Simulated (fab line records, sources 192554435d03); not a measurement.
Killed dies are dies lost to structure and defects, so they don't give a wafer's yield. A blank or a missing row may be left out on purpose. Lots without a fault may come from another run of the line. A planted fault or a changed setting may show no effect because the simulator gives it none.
fab line records | flow n5_finfet
record lots=7 wafers=21 last_day=21
route steps=1938 shown BEOL_M5@1169 BEOL_M6@1194 PASSIVATION@1936
lots that met no fault: from a run of the same line without faults
start_h: hours from the record's first day to the start of the lot's first wafer shown | wait_h: hours since the lot's step before | " the same as in the row above | L1.1+2: a row that stands for several wafers | - no value, or no start given | * or withheld: withheld | < > ~ a bound
route shown NAME@n: a module of which the file shows steps, and the number in the route of the first | usual: mean/standard deviation of fault-free wafers | same: alike in all rows | chamber/n: place in a boat | sites: the reading at each site | _std_site: their standard deviation | _edge_site: outer sites' mean less inner sites' | radius_mm: how far each site lies from the wafer's centre | mask NAME#n: copy n | behind: the tool/chamber that last shaped the wafer | hold: why the lot was held/for how many hours/how that ended | device: the transistor (n, p or np) that didn't switch | end of line: the same wafers' tests at the end of the route | a step without rows: its recipe alone | killed: dies lost to structure and defects at the first sort, not the wafer's yield | map: a wafer's dies, x killed, . not, _ none there
set.NAME: the setting as run; set.NAME@STEP: as run at that earlier step | model.NAME: the simulator's own value behind a step, which no gauge read
lots at some steps of the route; a table a step, a row a wafer
services: from which hour (start_h, from the record's first day; less than 0 if before it) a tool's chamber was out of use, for how many hours, and why
## steps
# step N5_BEOL_M5_CURE_80
# recipe temp_c=370 time_s=120 ambient=DMADMS/He material=SiCOH_lowk
# step N5_BEOL_M5_DEGAS_44
# recipe ambient=vacuum temp_c=250 time_s=60
# step N5_BEOL_M5_PRE_CLEAN_45
# recipe gas=H2/He time_s=30 temp_c=250
# step N5_BEOL_M5_ALD_86
# recipe material=TaN target_thk_a=* temp_c=275 ald_precursor_family=PDMAT ald_co_reactant=NH3 pressure_torr=3 carrier_flow_sccm=1500 pulse_time_s=2 purge_time_s=3 co_reactant_purge_time_s=2 co_reactant_pulse_time_s=3 ald_cycles=30 precursor_vessel_temp_c=75 precursor_vessel_pressure_torr=26.25 precursor_vessel_carrier_sccm=1000
# step N5_BEOL_M5_SURFACE_TREAT_87
# recipe gas=Ar time_s=* ion_energy_ev=* ion_current_ma_cm2=0.5 pressure_mtorr=* ar_flow_sccm=30
# step N5_BEOL_M5_CVD_47
# recipe material=Co target_thk_a=30 temp_c=withheld precursor=CCTBA/H2 pressure_torr=30 time_s=216
# step N5_BEOL_M5_SPUTTER_48
# recipe material=Cu target_thk_a=150 temp_c=-20 chamber_pressure_pa=0.07 power_w=withheld time_s=27.62
# step N5_BEOL_M5_ANNEAL_49
# recipe temp_c=400 time_s=1800 ambient=vacuum
# step N5_BEOL_M5_SPUTTER_81
# recipe material=Cu target_thk_a=150 temp_c=-20 chamber_pressure_pa=0.07 power_w=withheld time_s=27.62
# usual throttle_valve_pct=29.9/0.76
# columns lot.wafer tool chamber start_h wait_h throttle_valve_pct
L751.1 pvd_sputter-03 - 268.10 0.5 30.2
L751.4 " - " " 29.4
L751.6 " - " " 28.8
L752.1 pvd_sputter-03 - 289.87 0.5 29.0
L752.3 " - " " 31.1
L752.6 " - " " 28.9
L756.1 pvd_sputter-03 - 295.98 0.5 30.4
L756.2 " - " " 29.8
L756.5 " - " " 28.6
L755.1 pvd_sputter-03 - 320.02 0.5 28.7
L755.2 " - " " 31.5
L755.4 " - " " 30.3
L764.1 pvd_sputter-01 - 336.91 0.5 29.8
L764.2 " - " " 29.2
L764.5 " - " " 29.4
L770.3 pvd_sputter-02 - 378.70 0.5 29.8
L770.4 " - " " 29.6
L770.6 " - " " 30.4
L771.1 pvd_sputter-02 - 404.25 0.5 29.6
L771.2 " - " " 29.4
L771.3 " - " " 30.6
# step N5_BEOL_M5_ANNEAL_82
# recipe temp_c=400 time_s=1800 ambient=vacuum
# usual heater_power_w=781/72
# columns lot.wafer tool chamber start_h wait_h heater_power_w
L751.1 pvd_sputter-03 - 268.18 0.0 825
L751.4 " - " " 768
L751.6 " - " " 678
L752.1 pvd_sputter-03 - 289.95 0.0 668
L752.3 " - " " 795
L752.6 " - " " 670
L756.1 pvd_sputter-03 - 296.06 0.0 822
L756.2 " - " " 743
L756.5 " - " " 665
L755.1 pvd_sputter-03 - 320.10 0.0 683
L755.2 " - " " 792
L755.4 " - " " 819
L764.1 pvd_sputter-01 - 336.99 0.0 900
L764.2 " - " " 764
L764.5 " - " " 789
L770.3 pvd_sputter-02 - 378.78 0.0 682
L770.4 " - " " 714
L770.6 " - " " 838
L771.1 pvd_sputter-02 - 404.33 0.0 702
L771.2 " - " " 689
L771.3 " - " " 862
# step N5_BEOL_M5_SPUTTER_83
# recipe material=Cu target_thk_a=150 temp_c=-20 chamber_pressure_pa=0.07 power_w=withheld time_s=27.62
# step N5_BEOL_M5_ANNEAL_84
# recipe temp_c=400 time_s=1800 ambient=vacuum
# step N5_BEOL_M5_SPUTTER_88
# recipe material=Cu target_thk_a=150 temp_c=-20 chamber_pressure_pa=0.07 power_w=withheld time_s=27.62
# usual throttle_valve_pct=29.9/0.75
# columns lot.wafer tool chamber start_h wait_h throttle_valve_pct
L751.1 pvd_sputter-03 - 270.27 0.5 30.3
L751.4 " - " " 29.5
L751.6 " - " " 28.9
L752.1 pvd_sputter-03 - 292.04 0.5 28.5
L752.3 " - " " 31.1
L752.6 " - " " 28.8
L756.1 pvd_sputter-03 - 298.15 0.5 30.5
L756.2 " - " " 29.6
L756.5 " - " " 29.0
L755.1 pvd_sputter-03 - 322.19 0.5 28.6
L755.2 " - " " 31.5
L755.4 " - " " 30.2
L764.1 pvd_sputter-01 - 339.09 0.5 29.7
L764.2 " - " " 29.1
L764.5 " - " " 29.5
L770.3 pvd_sputter-02 - 380.87 0.5 29.7
L770.4 " - " " 29.6
L770.6 " - " " 30.4
L771.1 pvd_sputter-02 - 410.21 4.3 29.5
L771.2 " - " " 29.6
L771.3 " - " " 30.5
# step N5_BEOL_M5_ANNEAL_89
# recipe temp_c=400 time_s=1800 ambient=vacuum
# step N5_BEOL_M5_SPUTTER_90
# recipe material=Cu target_thk_a=45 temp_c=-20 chamber_pressure_pa=0.07 power_w=withheld time_s=8.29
# usual throttle_valve_pct=29.9/0.74
# columns lot.wafer tool chamber start_h wait_h throttle_valve_pct
L751.1 pvd_sputter-03 - 271.36 0.5 30.2
L751.4 " - " " 29.5
L751.6 " - " " 28.7
L752.1 pvd_sputter-03 - 293.13 0.5 29.0
L752.3 " - " " 31.3
L752.6 " - " " 28.4
L756.1 pvd_sputter-03 - 299.24 0.5 30.4
L756.2 " - " " 29.5
L756.5 " - " " 28.8
L755.1 pvd_sputter-03 - 323.28 0.5 28.7
L755.2 " - " " 31.1
L755.4 " - " " 30.3
L764.1 pvd_sputter-01 - 340.17 0.5 29.6
L764.2 " - " " 29.4
L764.5 " - " " 29.7
L770.3 pvd_sputter-02 - 381.96 0.5 29.7
L770.4 " - " " 29.5
L770.6 " - " " 30.7
L771.1 pvd_sputter-02 - 411.30 0.5 29.5
L771.2 " - " " 29.8
L771.3 " - " " 30.4
# step N5_BEOL_M5_ECD_50
# recipe material=Cu target_thk_a=3000
# step N5_BEOL_M5_ANNEAL_51
# recipe temp_c=225 time_s=90 ambient=N2
# step N5_BEOL_M5_CMP_52
# recipe stop_on=SiCOH_lowk t_overpolish_s=6.9 down_force_psi=1 platen_rpm=50 clearing_platen_down_force_psi=1.5 clearing_platen_rpm=50 post_cmp_clean=cu_alkaline target_thk_nm=62 clearing_platen_pad_velocity_m_s=0.99484 pad_velocity_m_s=0.99484
# step N5_BEOL_M5_PRE_CLEAN_77
# recipe gas=NH3/H2 time_s=15 temp_c=* rf_power_w=300
# step N5_BEOL_M5_CO_CAP_78
# recipe material=Co target_thk_a=20 temp_c=200 precursor=CCTBA/H2 pressure_torr=30 time_s=102.1
# step N5_BEOL_M5_PRE_CLEAN_55
# recipe gas=NH3 time_s=15 temp_c=withheld rf_power_w=300
# step N5_BEOL_M5_DEP_56
# recipe material=SiCN target_thk_a=80 temp_c=withheld precursor=3MS/NH3 pressure_torr=3 rf_w=202 time_s=14
# usual showerhead_plenum_p_Torr=3.663/0.012 throttle_valve_pct=9.2/0.69
# columns lot.wafer tool chamber start_h wait_h showerhead_plenum_p_Torr throttle_valve_pct
L751.1 pecvd-01 0 272.38 0.0 3.645 9.7
L751.4 " 0 " " 3.653 9.8
L751.6 " 2 " " 3.667 8.4
L752.1 pecvd-04 2 294.13 0.0 3.652 8.3
L752.3 " 1 " " 3.669 10.3
L752.6 " 2 " " 3.657 8.5
L756.1 pecvd-01 1 300.24 0.0 3.669 8.2
L756.2 " 2 " " 3.656 8.3
L756.5 " 1 " " 3.678 8.6
L755.1 pecvd-03 0 324.37 0.0 3.679 9.7
L755.2 " 1 " " 3.648 9.3
L755.4 " 2 " " 3.649 8.5
L764.1 pecvd-03 1 341.17 0.0 3.658 9.3
L764.2 " 0 " " 3.684 9.9
L764.5 " 1 " " 3.647 9.6
L770.3 pecvd-01 1 382.94 0.0 3.680 8.4
L770.4 " 2 " " 3.660 9.2
L770.6 " 1 " " 3.674 8.2
L771.1 pecvd-01 1 412.29 0.0 3.672 8.5
L771.2 " 0 " " 3.646 10.0
L771.3 " 2 " " 3.662 8.9
# step N5_BEOL_M5_RS_MEAS_57
# recipe thk_meas_gauge=four-point-probe reads=Co_of_BEOL_M5_CO_CAP_78+Cu_of_BEOL_M5_ECD_50+Co_of_BEOL_M5_CVD_47+TaN_of_BEOL_M5_ALD_86
# usual M5_RS=0.393/0.017
# columns lot.wafer tool chamber start_h wait_h M5_RS[ohm/sq]
L751.1 film_metro-02 - 272.44 0.0 0.415
L751.4 " - " " 0.409
L751.6 " - " " 0.410
L752.1 film_metro-02 - 294.20 0.0 0.392
L752.3 " - " " 0.373
L752.6 " - " " 0.394
L756.1 film_metro-01 - 300.32 0.1 0.407
L756.2 " - " " 0.362
L756.5 " - " " 0.380
L755.1 film_metro-02 - 324.44 0.0 0.408
L755.2 " - " " 0.406
L755.4 " - " " 0.406
L764.1 film_metro-01 - 341.24 0.0 0.385
L764.2 " - " " 0.400
L764.5 " - " " 0.404
L770.3 film_metro-01 - 383.01 0.1 0.425
L770.4 " - " " 0.402
L770.6 " - " " 0.371
L771.1 film_metro-01 - 412.36 0.0 0.394
L771.2 " - " " 0.374
L771.3 " - " " 0.394
# step N5_BEOL_M6_ILD_DEP_00
# recipe material=SiCOH_lowk target_thk_a=1797.5 temp_c=300 precursor=DEMS/porogen pressure_torr=5 rf_w=500 time_s=33.4
# step N5_BEOL_M6_CURE_74
# recipe temp_c=385 time_s=240 ambient=He/Ar material=SiCOH_lowk
# step N5_BEOL_M6_THK_MEAS_01
# recipe reads=SiCOH_lowk_of_BEOL_M6_ILD_DEP_00
# usual M6_ILD_THK=153.8/2.7
# columns lot.wafer tool chamber start_h wait_h M6_ILD_THK[nm]
L751.1 film_metro-01 - 273.08 0.4 147.2
L751.4 " - " " 153.1
L751.6 " - " " 149.2
L752.1 film_metro-02 - 294.94 0.4 157.2
L752.3 " - " " 154.8
L752.6 " - " " 154.7
L756.1 film_metro-01 - 300.96 0.4 155.7
L756.2 " - " " 151.4
L756.5 " - " " 155.8
L755.1 film_metro-02 - 325.40 0.4 153.5
L755.2 " - " " 155.1
L755.4 " - " " 157.5
L764.1 film_metro-02 - 348.31 3.2 150.2
L764.2 " - " " 149.4
L764.5 " - " " 151.2
L770.3 film_metro-01 - 383.65 0.3 154.5
L770.4 " - " " 157.2
L770.6 " - " " 157.4
L771.1 film_metro-01 - 413.00 0.4 152.8
L771.2 " - " " 156.1
L771.3 " - " " 152.5
# step N5_BEOL_M6_PECVD_70
# recipe material=SiO2 target_thk_a=200 temp_c=400 precursor=TEOS/O2 pressure_torr=5.5 rf_w=450 teos_flow_sccm=53.8 gas=O2 flow_sccm=3000 time_s=22.7
# step N5_BEOL_M6_HM_DEP_02
# recipe material=TiN target_thk_a=200 temp_c=25 chamber_pressure_pa=0.49996
# usual throttle_valve_pct=29.9/0.74
# columns lot.wafer tool chamber start_h wait_h throttle_valve_pct
L751.1 pvd_sputter-01 - 275.53 2.4 29.4
L751.4 " - " " 29.5
L751.6 " - " " 29.7
L752.1 pvd_sputter-02 - 296.32 1.3 30.0
L752.3 " - " " 30.2
L752.6 " - " " 29.5
L756.1 pvd_sputter-01 - 303.35 2.3 31.1
L756.2 " - " " 29.5
L756.5 " - " " 29.7
L755.1 pvd_sputter-03 - 326.02 0.6 31.4
L755.2 " - " " 29.5
L755.4 " - " " 31.0
L764.1 pvd_sputter-03 - 349.23 0.9 31.0
L764.2 " - " " 28.7
L764.5 " - " " 29.7
L770.3 pvd_sputter-03 - 384.58 0.9 31.2
L770.4 " - " " 28.8
L770.6 " - " " 30.4
L771.1 pvd_sputter-01 - 413.70 0.6 30.9
L771.2 " - " " 29.9
L771.3 " - " " 29.4
# step N5_BEOL_M6_COAT_59
# recipe resist=SOC temp_c=250 time_s=60 spin_rpm=1500 resist_thk_nm=100
# step N5_BEOL_M6_COAT_60
# recipe resist=SiARC temp_c=220 time_s=60 spin_rpm=1500 resist_thk_nm=35
# step N5_BEOL_M6_COAT_05
# recipe resist=CAR-ArF spin_rpm=1500 resist_thk_nm=90
# step N5_BEOL_M6_EBR_07
# recipe solvent=PGMEA ebr_width_mm=1.5
# step N5_BEOL_M6_SOFTBAKE_06
# recipe temp_c=110 time_s=60 resist=CAR-ArF
# step N5_BEOL_M6_EXPOSE_08
# recipe mask_id=M6 na=1.35 source_shape=dipole sigma_inner=0.817 sigma_outer=0.97 polarization=te dose_mj=68.25
# step N5_BEOL_M6_PEB_09
# recipe peb_temp_c=withheld peb_time_s=60 resist=CAR-ArF
# step N5_BEOL_M6_DEVELOP_10
# recipe develop_time_s=30 developer=TMAH resist=CAR-ArF rinse_liquid=diw dry=air_spin dev_temp_c=23
# step N5_BEOL_M6_CD_MEAS_11
# recipe target_cd_nm=38.5 landing_energy_ev=500 detector=se_inlens polarity=opening
# usual cd_nm=38.3/0.65
# columns lot.wafer tool chamber start_h wait_h cd_nm
L751.1 cd_sem-02 0 276.10 - 37.9
L751.4 " 0 " " 37.5
L751.6 " 0 " " 37.7
L752.1 cd_sem-02 0 296.83 - 37.5
L752.3 " 0 " " 38.7
L752.6 " 0 " " 38.7
L756.1 cd_sem-01 0 303.85 - 39.4
L756.2 " 0 " " 38.9
L756.5 " 0 " " 38.6
L755.1 cd_sem-03 0 326.51 - 38.6
L755.2 " 0 " " 38.4
L755.4 " 0 " " 37.9
L764.1 cd_sem-02 0 349.72 - 39.7
L764.2 " 0 " " 39.3
L764.5 " 0 " " 38.1
L770.3 cd_sem-03 0 385.09 - 38.5
L770.4 " 0 " " 37.3
L770.6 " 0 " " 37.5
L771.1 cd_sem-03 0 414.20 - 39.0
L771.2 " 0 " " 38.8
L771.3 " 0 " " 38.1
# step N5_BEOL_M6_OVL_MEAS_12
# recipe points_per_wafer=44
# usual M6_OVL=-0.1/0.7
# same points_per_wafer=44
# columns lot.wafer tool chamber start_h wait_h M6_OVL[nm]
L751.1 overlay-01 0 276.13 0.0 0.4
L751.4 " 0 " " 0.3
L751.6 " 0 " " -0.3
L752.1 overlay-01 0 296.86 0.0 -0.1
L752.3 " 0 " " 1.1
L752.6 " 0 " " 0.0
L756.1 overlay-01 0 303.88 0.0 -1.2
L756.2 " 0 " " -1.5
L756.5 " 0 " " 0.0
L755.1 overlay-01 0 326.55 0.0 -0.1
L755.2 " 0 " " 0.2
L755.4 " 0 " " -0.8
L764.1 overlay-01 0 349.75 0.0 0.4
L764.2 " 0 " " -0.8
L764.5 " 0 " " 0.1
L770.3 overlay-02 0 385.12 0.0 -1.0
L770.4 " 0 " " -0.8
L770.6 " 0 " " -0.7
L771.1 overlay-02 0 414.23 0.0 0.0
L771.2 " 0 " " 1.5
L771.3 " 0 " " 0.3
# step N5_BEOL_M6_DESCUM_16
# recipe chemistry=O2 time_s=7.9 source_power_w=50 bias_power_w=20 pressure_mtorr=20 rf_frequency_hz=2.712e+07 temp_c=40 resist=CAR-ArF o2_flow_sccm=225
# step N5_PASSIVATION_PROBE_49
# usual defect_limited_yield=90.9/1.6 killed_at_M0_to_M3=37/11 killed_at_M4_up=15/5.6 killed_at_contacts=13/6.4 killed_at_front_end=39/11 killed_at_other=4/3.1 killed_dies=107/19 killed_on_rim=14/4.3 killed_open=71/14 killed_short=34/7.8 sort_bin_4_leakage=0.01/0.053 sort_bin_5_function=5.3/1 sort_bin_6_memory=3.4/0.72 sort_n_pass=1072/20 sort_yield_pct=90.9/1.7
# same gross_dies=1180 killed_at_back_side=0 sort_bin_8_speed[%]=0
# columns lot.wafer tool chamber start_h wait_h defect_limited_yield[%] killed_at_M0_to_M3 killed_at_M4_up killed_at_contacts killed_at_front_end killed_at_other killed_dies killed_on_rim killed_open killed_short sort_bin_4_leakage[%] sort_bin_5_function[%] sort_bin_6_memory[%] sort_n_pass sort_yield_pct[%]
L751.1 prober-02 - 368.43 0.0 88.1 43 17 17 55 8 140 15 88 48 0 6.5 4.2 1040 88.1
L751.4 prober-02 - 368.58 0.2 89.4 39 19 15 50 2 125 19 68 52 0 6.4 3.6 1055 89.4
L751.6 prober-02 - 368.68 0.3 90.4 40 19 15 32 7 113 13 74 32 0.17 4.3 4.9 1065 90.3
L752.1 prober-01 - 376.86 0.0 84.2 28 105 23 29 2 187 25 61 30 0 9.8 4.3 993 84.2
L752.3 prober-01 - 376.96 0.1 89.9 34 15 22 47 1 119 13 77 38 0 5.8 3.7 1061 89.9
L752.6 prober-01 - 377.11 0.3 84.8 29 101 17 31 1 179 23 51 34 0 9.1 3.6 1001 84.8
L756.1 prober-01 - 406.22 0.0 90.1 38 8 12 56 3 117 12 85 30 0 6.3 3.5 1063 90.1
L756.2 prober-01 - 406.27 0.1 91.1 36 8 11 46 4 105 14 63 41 0 5.5 3.0 1075 91.1
L756.5 prober-01 - 406.42 0.2 82.3 45 96 9 45 14 209 26 90 33 0 10.7 4.6 971 82.3
L755.1 prober-02 - 430.21 0.0 83.2 33 101 18 37 9 198 31 81 29 0.25 10.8 4.1 979 83.0
L755.2 prober-02 - 430.26 0.1 89.4 53 18 18 29 7 125 10 78 41 0 6.5 3.7 1055 89.4
L755.4 prober-02 - 430.36 0.2 88.5 53 23 17 39 4 136 9 96 36 0 7.3 3.9 1044 88.5
L764.1 prober-01 - 447.75 0.0 90.6 34 14 22 39 2 111 12 69 40 0 4.9 3.8 1069 90.6
L764.2 prober-01 - 447.80 0.1 93.2 26 8 14 27 5 80 9 55 24 0 3.5 3.0 1100 93.2
L764.5 prober-01 - 447.95 0.2 92.5 27 9 22 29 1 88 8 52 35 0 4.7 2.2 1092 92.5
L770.3 prober-02 - 479.14 0.1 92.1 47 9 20 17 0 93 17 66 24 0 4.9 2.8 1087 92.1
L770.4 prober-02 - 479.19 0.2 91.9 55 9 5 25 2 96 21 62 32 0 4.6 3.2 1084 91.9
L770.6 prober-02 - 479.29 0.3 90.7 58 9 17 22 4 110 13 75 34 0 5.6 3.3 1070 90.7
L771.1 prober-02 - 506.77 0.5 91.4 41 4 10 45 2 102 7 65 36 0 4.7 3.6 1078 91.4
L771.2 prober-02 - 506.82 0.5 88.4 66 19 5 45 2 137 20 79 56 0 6.5 4.6 1043 88.4
L771.3 prober-02 - 506.87 0.6 89.7 57 10 9 44 2 122 18 80 37 0 5.3 4.4 1058 89.7
# killed by level:class
L751.1 FIN_SAQP:geometric_particle:open=22 FIN_SAQP:geometric_particle:short=15 MOL_CONTACT_COAG:geometric_particle:open=13 BEOL_M3:geometric_particle:open=11 BEOL_M0_SAQP:geometric_particle:open=10 BEOL_M0_SAQP:geometric_particle:short=10 BEOL_M4:geometric_particle:open=8 STI_FIN_REVEAL:geometric_particle:open=5
L751.4 FIN_SAQP:geometric_particle:short=15 BEOL_M0_SAQP:geometric_particle:short=12 FIN_SAQP:geometric_particle:open=11 MOL_CONTACT_COAG:geometric_particle:open=11 BEOL_M0_SAQP:geometric_particle:open=11 BEOL_M3:geometric_particle:open=6 BEOL_M4:geometric_particle:open=5 STI_FIN_REVEAL:geometric_particle:open=4
L751.6 MOL_CONTACT_COAG:geometric_particle:open=14 FIN_SAQP:geometric_particle:short=11 BEOL_M3:geometric_particle:open=11 BEOL_M4:geometric_particle:open=11 FIN_SAQP:geometric_particle:open=9 BEOL_M0_SAQP:geometric_particle:open=7 BEOL_M0_SAQP:geometric_particle:short=6 BEOL_M1:geometric_particle:open=5
L752.1 BEOL_M5:unspecified=89 MOL_CONTACT_COAG:geometric_particle:open=17 BEOL_M1:geometric_particle:open=10 GATE_CUT:geometric_particle:short=7 GATE_CUT:geometric_particle:open=6 MOL_CONTACT_COAG:geometric_particle:short=6 FIN_SAQP:geometric_particle:short=5 DUMMY_GATE:geometric_particle:open=4
L752.3 MOL_CONTACT_COAG:geometric_particle:open=18 BEOL_M1:geometric_particle:open=11 FIN_SAQP:geometric_particle:short=9 FIN_SAQP:geometric_particle:open=9 STI_FIN_REVEAL:geometric_particle:open=8 BEOL_M0_SAQP:geometric_particle:short=8 GATE_CUT:geometric_particle:short=6 BEOL_M3:geometric_particle:open=5
L752.6 BEOL_M5:unspecified=88 MOL_CONTACT_COAG:geometric_particle:open=13 BEOL_M0_SAQP:geometric_particle:short=8 FIN_SAQP:geometric_particle:short=6 BEOL_M0_SAQP:geometric_particle:open=5 BEOL_M1:geometric_particle:open=5 FIN_SAQP:geometric_particle:open=4 STI_FIN_REVEAL:geometric_particle:open=4
L756.1 STI_FIN_REVEAL:geometric_particle:open=17 FIN_SAQP:geometric_particle:open=11 BEOL_M1:geometric_particle:open=10 BEOL_M3:geometric_particle:open=9 MOL_CONTACT_COAG:geometric_particle:open=8 BEOL_M2:geometric_particle:open=6 FIN_SAQP:geometric_particle:short=5 GATE_CUT:geometric_particle:short=5
L756.2 FIN_SAQP:geometric_particle:open=14 BEOL_M3:geometric_particle:open=9 MOL_CONTACT_COAG:geometric_particle:open=8 GATE_CUT:geometric_particle:short=6 BEOL_M0_SAQP:geometric_particle:open=6 STARTING-WAFER:geometric_particle:short=6 BEOL_M1:geometric_particle:open=5 BEOL_M4:geometric_particle:open=5
L756.5 BEOL_M5:unspecified=84 STI_FIN_REVEAL:geometric_particle:open=15 FIN_SAQP:geometric_particle:open=14 BEOL_M3:geometric_particle:open=13 BEOL_M0_SAQP:geometric_particle:open=9 MOL_CONTACT_COAG:geometric_particle:open=8 BEOL_M0_SAQP:geometric_particle:short=6 BEOL_M0:geometric_particle:open=6
L755.1 BEOL_M5:unspecified=84 MOL_CONTACT_COAG:geometric_particle:open=16 BEOL_M1:geometric_particle:open=8 BEOL_M2:geometric_particle:open=8 FIN_SAQP:geometric_particle:short=7 STI_FIN_REVEAL:geometric_particle:open=7 BEOL_M3:geometric_particle:open=7 DUMMY_GATE:geometric_particle:open=6
L755.2 MOL_CONTACT_COAG:geometric_particle:open=14 BEOL_M2:geometric_particle:open=13 BEOL_M4:geometric_particle:open=10 BEOL_M0_SAQP:geometric_particle:open=9 STI_FIN_REVEAL:geometric_particle:open=8 BEOL_M0_SAQP:geometric_particle:short=7 BEOL_M1:geometric_particle:open=5 BEOL_M1:geometric_particle:short=5
L755.4 BEOL_M0_SAQP:geometric_particle:open=15 MOL_CONTACT_COAG:geometric_particle:open=13 BEOL_M4:geometric_particle:open=12 STI_FIN_REVEAL:geometric_particle:open=10 BEOL_M0_SAQP:geometric_particle:short=9 BEOL_M1:geometric_particle:open=9 FIN_SAQP:geometric_particle:open=6 BEOL_M3:geometric_particle:open=6
L764.1 MOL_CONTACT_COAG:geometric_particle:open=14 FIN_SAQP:geometric_particle:open=10 BEOL_M0_SAQP:geometric_particle:open=9 BEOL_M1:geometric_particle:open=8 FIN_SAQP:geometric_particle:short=7 MOL_CONTACT_COAG:geometric_particle:short=7 BEOL_M4:geometric_particle:open=6 BEOL_M0_SAQP:geometric_particle:short=5
L764.2 MOL_CONTACT_COAG:geometric_particle:open=10 STI_FIN_REVEAL:geometric_particle:open=7 BEOL_M0_SAQP:geometric_particle:open=7 BEOL_M4:geometric_particle:open=7 GATE_CUT:geometric_particle:open=6 BEOL_M2:geometric_particle:open=5 BEOL_M0_SAQP:geometric_particle:short=4 MOL_CONTACT_COAG:geometric_particle:short=3
L764.5 MOL_CONTACT_COAG:geometric_particle:open=16 BEOL_M0_SAQP:geometric_particle:short=8 BEOL_M3:geometric_particle:open=7 STI_FIN_REVEAL:geometric_particle:open=6 DUMMY_GATE:geometric_particle:open=5 MOL_CONTACT_COAG:geometric_particle:short=5 DUMMY_GATE:geometric_particle:short=4 BEOL_M0_SAQP:geometric_particle:open=4
L770.3 BEOL_M2:geometric_particle:open=18 MOL_CONTACT_COAG:geometric_particle:open=17 BEOL_M0_SAQP:geometric_particle:short=8 STI_FIN_REVEAL:geometric_particle:open=5 BEOL_M0:geometric_particle:open=5 BEOL_M0_SAQP:geometric_particle:open=4 BEOL_M1:geometric_particle:open=4 GATE_CUT:geometric_particle:short=3
L770.4 BEOL_M3:geometric_particle:open=17 BEOL_M0_SAQP:geometric_particle:open=10 BEOL_M0_SAQP:geometric_particle:short=9 BEOL_M2:geometric_particle:open=6 STI_FIN_REVEAL:geometric_particle:open=5 BEOL_M0:geometric_particle:open=5 BEOL_M4:geometric_particle:open=5 ILD0:geometric_particle:short=4
L770.6 MOL_CONTACT_COAG:geometric_particle:open=16 BEOL_M0_SAQP:geometric_particle:open=16 BEOL_M0_SAQP:geometric_particle:short=14 BEOL_M2:geometric_particle:open=10 BEOL_M1:geometric_particle:open=8 BEOL_M3:geometric_particle:open=5 STI_FIN_REVEAL:geometric_particle:open=4 ILD0:geometric_particle:open=4
L771.1 FIN_SAQP:geometric_particle:open=20 FIN_SAQP:geometric_particle:short=10 BEOL_M0_SAQP:geometric_particle:open=9 MOL_CONTACT_COAG:geometric_particle:open=8 BEOL_M0_SAQP:geometric_particle:short=7 BEOL_M2:geometric_particle:short=7 BEOL_M2:geometric_particle:open=6 BEOL_M1:geometric_particle:open=5
L771.2 BEOL_M0_SAQP:geometric_particle:short=24 FIN_SAQP:geometric_particle:open=18 BEOL_M0_SAQP:geometric_particle:open=15 FIN_SAQP:geometric_particle:short=13 BEOL_M1:geometric_particle:open=8 BEOL_M3:geometric_particle:open=8 BEOL_M4:geometric_particle:open=5 BEOL_M0:geometric_particle:open=5
L771.3 BEOL_M0_SAQP:geometric_particle:open=16 BEOL_M2:geometric_particle:open=14 BEOL_M0_SAQP:geometric_particle:short=12 FIN_SAQP:geometric_particle:open=10 STI_FIN_REVEAL:geometric_particle:open=9 FIN_SAQP:geometric_particle:short=8 MOL_CONTACT_COAG:geometric_particle:open=7 STARTING-WAFER:geometric_particle:short=7
# map L752.1 (x killed, . not)
_________________............________________
______________......x..........._____________
___________................x......x__________
__________........................x._________
________..x................x.........._______
_______.............x.x................______
______....................x..........x.._____
_____x........................x........x.____
____......................................___
___....x.x......x......x....x..............__
___...........x..........xx.......xx.....x.__
__.....x...........x....x.......x..........._
__.x......x....x...............x..........x._
_..............x.........x....x....x.........
_.x.......x..................................
_.x..x....x.............x.....x..x...x..x....
_xxxxxxx.xxx............................x...x
_xxxxxxxxx..x......x.x............xx.x.......
_xxxxxxx.x..x....................x...........
_xxxxxxxxxxx....x..x........x...x.x..........
_xxxxxxxxxx..............x....x.........x....
__xxxxxxxxxx..................xx.....x...x.._
__xxxxxxxxxx.............................x.._
___xxxxxx.x....x.x...............x...x.....__
___xxxxxxxx......................xx........__
____xx..xx...........x..................x.___
_____x.x.x............x..............x...____
______..x..xx...x......x..x......x.x...._____
_______x..........................x....______
________.........x........x..........._______
__________.....................x...._________
___________......................x.__________
______________........xx........_____________
_________________.......x....________________
# map L755.1 (x killed, . not)
_________________xx....x.....________________
______________.................._____________
___________..............x.........__________
__________......x..............x...._________
________...........x.........x.x......_______
_______.x.........x....................______
______..x..................x............_____
_____............x.x.x...x.......x.......____
____.x.......x.x..........................___
___.................xx.....................__
___x....x..x.....x....xxx.......x.x..x.x...__
__..x................xx....................x_
__...xx...x................................._
_xx.........x..........x......x..............
_.x.x.................x.............x....x...
_x..x.xx...........................x.........
_xx.x..x.x...........x....................x..
_xxxxxxxx.x.xx....x.............x....xx..x...
_xxxxxxxxx.x.........x..............x........
_xxxxxxxxxxx.xx......x.x.....................
_xxxxxxxxx.x.x....x..x..........x.....xx.....
__xxxxxxxx.x.x.....x.....x......x..x.....x.._
__xxxxxxx..x.......x........................_
___xxxxxxx.x.............x.................__
___xxxxxx.....xx.....................x.....__
____xx.xx.........x..............x.x...x..___
_____..............x.x.......x.....x.....____
______x.....x..x................x......._____
_______..x...x........................x______
________.....x............x...x......._______
__________x.....x......x......xx.x.x_________
___________............x.......x...__________
______________.........x........_____________
_________________x....x......________________
## services
# columns tool chamber start_h hours kind
pecvd-04 2 249.09 9.0 repair
pecvd-03 - 274.63 2.8 pm
pecvd-03 - 281.93 0.7 repair
pecvd-01 1 332.90 2.1 scheduled_down
pecvd-04 1 338.79 16.5 scheduled_down
pecvd-03 1 352.44 2.7 repair
pecvd-03 2 366.94 2.1 scheduled_down
pecvd-03 2 391.13 5.5 scheduled_down
pecvd-04 1 412.96 2.1 scheduled_down
## key
first_sign step=N5_PASSIVATION_PROBE_49 reading=killed_at_M4_up direction=up sigmas=15 usual=15 struck=101
effect step=N5_PASSIVATION_PROBE_49 reading=defect_limited_yield direction=down sigmas=4.6 usual=90.9 struck=83.6
more_kills_born_at N5_BEOL_M5_SPUTTER_88@pvd_sputter-03=345
met_at N5_BEOL_M5_SPUTTER_88
struck_wafers L752.1,L752.6,L755.1,L756.5
onset_between 270.27 292.04
fault kind=chamber_particle_source tool=pvd_sputter-03 chamber=- onset_h=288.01 steps=N5_BEOL_M5_SPUTTER_88 rate_per_visit_cm2=0.81304 end_h=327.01 scope=struck_wafers_only
